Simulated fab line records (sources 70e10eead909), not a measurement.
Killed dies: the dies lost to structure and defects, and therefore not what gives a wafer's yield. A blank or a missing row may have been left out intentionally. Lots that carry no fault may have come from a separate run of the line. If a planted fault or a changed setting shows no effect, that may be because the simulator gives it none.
Which of the tools did it? -- flow nandHarc -- 72 wafers from 24 lots sampled at 5 of the route's 1302 steps

WHAT THE GAUGES SHOWED, per wafer
NHARC_A_M0_CD_MEAS_09: target cd 80 nm. Usual: 80.5 nm for cdNm, sd 0.86.
lot,measured,on,cdNm (nm),flag
L074,day 22 20:34,cdSem-02,79.9 81.5 79.8,
L076,day 23 12:05,cdSem-01,79.6 79.8 79.9,
L075,day 23 17:11,cdSem-02,81.2 80.9 80.6,
L077,day 23 17:55,cdSem-02,80.6 80.3 79.7,
L078,day 23 20:05,cdSem-03,80.7 80.2 81.5,
L079,day 24 23:42,cdSem-02,80.2 81.2 80.2,
L080,day 25 14:24,cdSem-03,81.8 80.8 80.2,
L081,day 25 18:54,cdSem-01,80.7 78.3 80.9,
L082,day 25 23:51,cdSem-01,81.1 79.5 80.3,
L083,day 26 10:08,cdSem-03,77.8 78.3 79.8,
L084,day 27 03:00,cdSem-03,79.8 80.7 81.4,
L087,day 27 20:26,cdSem-02,80.2 80.5 80.0,
L085,day 27 23:16,cdSem-01,80.4 80.2 79.6,
L086,day 28 05:35,cdSem-01,80.5 81.2 80.3,
L090,day 29 03:43,cdSem-02,80.2 80.8 81.5,
L091,day 29 04:55,cdSem-01,80.6 80.7 81.4,
L089,day 29 13:13,cdSem-03,81.3 81.0 80.0,
L088,day 29 14:01,cdSem-03,79.8 81.4 80.0,
L093,day 30 04:52,cdSem-01,81.0 80.0 82.1,
L092,day 30 05:52,cdSem-01,80.9 80.9 80.7,
L095,day 30 22:40,cdSem-01,82.5 81.1 80.8,
L094,day 31 00:26,cdSem-03,80.4 80.3 81.0,
L097,day 31 06:19,cdSem-01,79.9 81.9 81.6,
L096,day 31 12:26,cdSem-03,81.6 80.4 80.2,

EACH LOT AND THE TOOL THAT RAN IT (in order: tool; ch and the chambers of the sampled wafers; start)
lot,NHARC_A_CONTACT_ETCH_135,NHARC_A_CONTACT_ETCH_136,NHARC_A_CONTACT_CMP_20,NHARC_A_BLC_STRIP_29
L074,"harCapEtch-03 ch 0,1, day 22 11:30","harCapEtch-03 ch 0,1, day 22 11:47","cmp-04 ch 0,3, day 22 15:38","rieDiel-07 ch 0,1,3, day 22 17:48"
L076,"harCapEtch-02 ch 0, day 23 03:02","harCapEtch-02 ch 0, day 23 03:19","cmp-04 ch 0,2, day 23 07:11","rieDiel-07 ch 0,1,3, day 23 09:18"
L075,"harCapEtch-01 ch 0, day 23 07:54","harCapEtch-01 ch 0, day 23 08:10","cmp-03 ch 2,3, day 23 12:14","rieDiel-11 ch 0,1,3, day 23 14:25"
L077,"harCapEtch-03 ch 0,1, day 23 09:06","harCapEtch-03 ch 0,1, day 23 09:22","cmp-04 ch 1,3, day 23 13:06","rieDiel-11 ch 0,1,2, day 23 15:07"
L078,"harCapEtch-02 ch 0,1, day 23 10:31","harCapEtch-02 ch 0,1, day 23 10:53","cmp-01 ch 1,2,3, day 23 15:08","rieDiel-11 ch 0,3, day 23 17:14"
L079,"harCapEtch-03 ch 0,1, day 24 14:53","harCapEtch-03 ch 0,1, day 24 15:09","cmp-03 ch 1,2,3, day 24 18:52","rieDiel-06 ch 0,2,3, day 24 20:54"
L080,"harCapEtch-02 ch 0,1, day 25 05:11","harCapEtch-02 ch 0,1, day 25 05:33","cmp-01 ch 0,1, day 25 09:33","rieDiel-11 ch 1,3, day 25 11:34"
L081,"harCapEtch-02 ch 0,1, day 25 09:44","harCapEtch-02 ch 0,1, day 25 10:00","cmp-03 ch 0,1, day 25 13:38","rieDiel-11 ch 2,3, day 25 15:46"
L082,"harCapEtch-03 ch 0,1, day 25 15:10","harCapEtch-03 ch 0,1, day 25 15:26","cmp-04 ch 0,3, day 25 19:02","rieDiel-11 ch 1,2,3, day 25 21:02"
L083,"harCapEtch-03 ch 0,1, day 26 01:30","harCapEtch-03 ch 0,1, day 26 01:46","cmp-01 ch 0,2, day 26 05:20","rieDiel-07 ch 1,3, day 26 07:28"
L084,"harCapEtch-01 ch 0,1, day 26 18:05","harCapEtch-01 ch 0,1, day 26 18:22","cmp-03 ch 0,1,3, day 26 22:15","rieDiel-11 ch 0,1,2, day 27 00:13"
L087,"harCapEtch-02 ch 0,1, day 27 10:58","harCapEtch-02 ch 0,1, day 27 11:14","cmp-04 ch 0,1,3, day 27 15:26","rieDiel-11 ch 0,1,2, day 27 17:38"
L085,"harCapEtch-01 ch 0,1, day 27 13:11","harCapEtch-01 ch 0,1, day 27 13:28","cmp-03 ch 0,2,3, day 27 18:26","rieDiel-07 ch 0,1,2, day 27 20:35"
L086,"harCapEtch-02 ch 0,1, day 27 20:52","harCapEtch-02 ch 0,1, day 27 21:08","cmp-03 ch 1,2,3, day 28 00:47","rieDiel-11 ch 1,2,3, day 28 02:55"
L090,"harCapEtch-03 ch 0,1, day 28 18:23","harCapEtch-03 ch 0,1, day 28 18:46","cmp-04 ch 0,1, day 28 22:46","rieDiel-07 ch 1,2, day 29 00:54"
L091,"harCapEtch-01 ch 0,1, day 28 19:58","harCapEtch-01 ch 0,1, day 28 20:14","cmp-03 ch 1,2,3, day 28 23:57","rieDiel-11 ch 0,1,3, day 29 02:06"
L089,"harCapEtch-01 ch 0,1, day 29 03:55","harCapEtch-01 ch 0,1, day 29 04:11","cmp-01 ch 0,2, day 29 07:56","rieDiel-07 ch 0,1,3, day 29 10:23"
L088,"harCapEtch-03 ch 0,1, day 29 05:20","harCapEtch-03 ch 0,1, day 29 05:37","cmp-03 ch 1,2,3, day 29 09:16","rieDiel-07 ch 0,1,2, day 29 11:14"
L093,"harCapEtch-01 ch 0,1, day 29 19:57","harCapEtch-01 ch 0,1, day 29 20:13","cmp-01 ch 0,1,3, day 29 23:56","rieDiel-11 ch 1,2,3, day 30 02:05"
L092,"harCapEtch-03 ch 0, day 29 20:59","harCapEtch-03 ch 0, day 29 21:16","cmp-03 ch 0,1,2, day 30 00:51","rieDiel-07 ch 0,1,2, day 30 03:12"
L095,"harCapEtch-03 ch 0,1, day 30 14:04","harCapEtch-03 ch 0,1, day 30 14:20","cmp-03 ch 0,3, day 30 17:59","rieDiel-07 ch 0,3, day 30 19:59"
L094,"harCapEtch-01 ch 0,1, day 30 15:37","harCapEtch-01 ch 0,1, day 30 15:53","cmp-03 ch 1,2,3, day 30 19:30","rieDiel-07 ch 0,1,3, day 30 21:38"
L097,"harCapEtch-02 ch 0, day 30 21:32","harCapEtch-02 ch 0, day 30 21:49","cmp-03 ch 0,3, day 31 01:24","rieDiel-11 ch 2,3, day 31 03:31"
L096,"harCapEtch-01 ch 0,1, day 31 03:43","harCapEtch-01 ch 0,1, day 31 03:59","cmp-01 ch 0,1,3, day 31 07:40","rieDiel-07 ch 0,1, day 31 09:38"
- NHARC_A_CONTACT_ETCH_135: etches the open film in C4F8/O2/Ar, time 311 s, target depth 1912 nm.
- NHARC_A_CONTACT_ETCH_136: etches the open film in C4F8/O2/Ar, time 311 s, target depth 1912 nm.
- NHARC_A_CONTACT_CMP_20: polishes, t overpolish 30 s, target thk 300 nm.
- NHARC_A_BLC_STRIP_29: strips in CF4.

AS READ BY THE TOOLS THEMSELVES (means over the sampled wafers that have a number; for cases with no such wafer, the mark the record gives instead)
NHARC_A_CONTACT_CMP_20. Usual: motorCurrentA 11.6 A, standard deviation 1; overpolishRunS 29.999 s, standard deviation 0.0085; slurryFilterDpKPa 13.50 kPa, standard deviation 0.14; timeToEndpointS 59 s, standard deviation 3.9.
lot,tool,motorCurrentA (A),overpolishRunS (s),slurryFilterDpKPa (kPa),timeToEndpointS (s),flag
L074,cmp-04,11.8,29.996,13.56,59,
L076,cmp-04,13.4,29.995,13.50,57,
L075,cmp-03,11.6,30.005,13.28,62,
L077,cmp-04,11.2,30.008,13.63,55,
L078,cmp-01,10.6,29.996,13.50,58,
L079,cmp-03,11.5,29.992,13.42,62,
L080,cmp-01,10.3,30.011,13.48,63,
L081,cmp-03,11.9,29.998,13.48,63,
L082,cmp-04,11.8,29.992,13.44,60,
L083,cmp-01,11.0,29.997,13.45,55,
L084,cmp-03,11.4,30.002,13.47,58,
L087,cmp-04,11.6,30.002,13.46,60,
L085,cmp-03,12.0,29.990,13.51,61,
L086,cmp-03,11.1,29.997,13.50,60,
L090,cmp-04,12.2,29.995,13.50,60,
L091,cmp-03,11.1,29.999,13.61,58,
L089,cmp-01,11.7,30.005,13.59,58,
L088,cmp-03,11.6,29.996,13.43,58,
L093,cmp-01,10.9,30.003,13.37,61,
L092,cmp-03,11.6,30.003,13.44,60,
L095,cmp-03,12.0,30.003,13.45,58,
L094,cmp-03,11.2,29.994,13.39,60,
L097,cmp-03,11.9,30.003,13.52,56,
L096,cmp-01,10.9,29.995,13.43,58,

NHARC_A_BLC_STRIP_29. Usual: drypumpMotorCurrentA 6.0 A, standard deviation 0.45; oesProductAu 0.998 a.u., standard deviation 0.017; rfVppV 59.4 V, standard deviation 1; showerheadPlenumPTorr 1.76 Torr, standard deviation 0.064; throttleValvePct 13.284 %, standard deviation 0.0094.
lot,tool,drypumpMotorCurrentA (A),oesProductAu (a.u.),rfVppV (V),showerheadPlenumPTorr (Torr),throttleValvePct (%),flag
L074,rieDiel-07,6.0,0.990,59.5,1.72,13.281,
L076,rieDiel-07,6.0,1.006,58.0,1.72,13.291,
L075,rieDiel-11,6.2,0.998,58.8,1.81,13.288,
L077,rieDiel-11,6.1,0.996,59.6,1.79,13.290,
L078,rieDiel-11,6.1,0.983,59.6,1.81,13.291,
L079,rieDiel-06,6.2,0.992,59.2,1.76,13.279,
L080,rieDiel-11,6.3,1.003,60.1,1.85,13.283,
L081,rieDiel-11,6.1,0.995,59.9,1.83,13.278,
L082,rieDiel-11,6.2,1.003,59.4,1.83,13.269,
L083,rieDiel-07,5.9,0.998,59.8,1.75,13.283,
L084,rieDiel-11,6.1,0.994,59.9,1.79,13.282,
L087,rieDiel-11,6.1,0.997,58.6,1.79,13.280,
L085,rieDiel-07,5.7,1.001,58.8,1.69,13.282,
L086,rieDiel-11,6.2,1.008,59.1,1.83,13.280,
L090,rieDiel-07,5.2,0.977,59.0,1.69,13.296,
L091,rieDiel-11,6.1,1.006,60.0,1.81,13.291,
L089,rieDiel-07,6.0,1.005,59.3,1.72,13.288,
L088,rieDiel-07,5.7,0.998,59.1,1.69,13.285,
L093,rieDiel-11,6.2,1.006,60.7,1.83,13.292,
L092,rieDiel-07,5.7,0.989,60.3,1.69,13.283,
L095,rieDiel-07,6.5,0.996,60.0,1.71,13.281,
L094,rieDiel-07,6.0,1.011,59.9,1.72,13.290,
L097,rieDiel-11,6.1,1.018,60.3,1.82,13.287,
L096,rieDiel-07,5.7,1.015,58.8,1.69,13.283,

THE ANSWER, worked out from the rows above alone
Rule: lot off if the mean of its wafers having a number is beyond 3 standard deviations from the usual mean. Also off: a lot with no number at a reading for which 4 or more lots have one. Any other lot the step has rows for is counted as sound. First the gauges in route order, then the tools' own readings, where a lot's mean is used as printed above. At the first step where some lot is off, the reading lying furthest off is the one used; lots without a number count as furthest.
Across all readings shown, no lot is off: no conclusion can be drawn from this.

WHAT THE SIMULATOR PUT IN
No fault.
